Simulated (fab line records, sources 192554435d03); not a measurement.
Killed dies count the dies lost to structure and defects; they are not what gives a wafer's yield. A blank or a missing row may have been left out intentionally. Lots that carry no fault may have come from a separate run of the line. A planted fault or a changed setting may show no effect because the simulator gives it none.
Which tool was responsible? | flow n5 finfet | route of 1938 steps, sampled at 1 step: 10 lots, 28 wafers

## WHAT THE GAUGES SHOWED, per wafer
N5_BEOL_M10_CD_MEAS_18: pitch 140 nm, target cd 70 nm.
lot  | measured     | on        | cd nm (nm)
L854 | day 10 10:26 | cd sem-01 | 69.5 70.9 69.6
L856 | day 10 22:40 | cd sem-01 | 71.0 69.2 70.5
L860 | day 11 16:38 | cd sem-01 | 70.7 70.4 70.6
L862 | day 12 13:19 | cd sem-01 | 70.7 70.6
L866 | day 14 02:42 | cd sem-01 | 69.3 68.6 70.9
L868 | day 14 20:31 | cd sem-03 | 70.9 69.4
L872 | day 15 07:44 | cd sem-01 | 71.4 68.8 69.1
L874 | day 15 17:58 | cd sem-03 | 70.8 70.4 70.1
L876 | day 16 07:24 | cd sem-03 | 70.2 69.8 69.2
L875 | day 16 13:59 | cd sem-01 | 68.6 69.0 68.2

## WHICH TOOL RAN EACH LOT (tool, then ch and the chambers of the sampled wafers, then the start)
The record shows no process step preceding these readings.

## THE ANSWER, worked out from the rows above alone
Rule: what is usual is taken from the lots themselves. Put in order of their means at a reading, lots are off if they are a third of the lots or fewer, leave a main group of 4 or more, and stand apart from it by a gap of 3 or more times the standard deviation of the main group's means; of several such gaps the widest counts. The tables above print the reading to a certain number of digits; a main group whose means all agree to those digits is not used. Also off: a lot with no number at a reading for which 4 or more lots have one. Any other lot the step has rows for is counted as sound.
No lot is off at any reading shown: from this, nothing can be told.

## WHAT WAS PUT IN BY THE SIMULATOR
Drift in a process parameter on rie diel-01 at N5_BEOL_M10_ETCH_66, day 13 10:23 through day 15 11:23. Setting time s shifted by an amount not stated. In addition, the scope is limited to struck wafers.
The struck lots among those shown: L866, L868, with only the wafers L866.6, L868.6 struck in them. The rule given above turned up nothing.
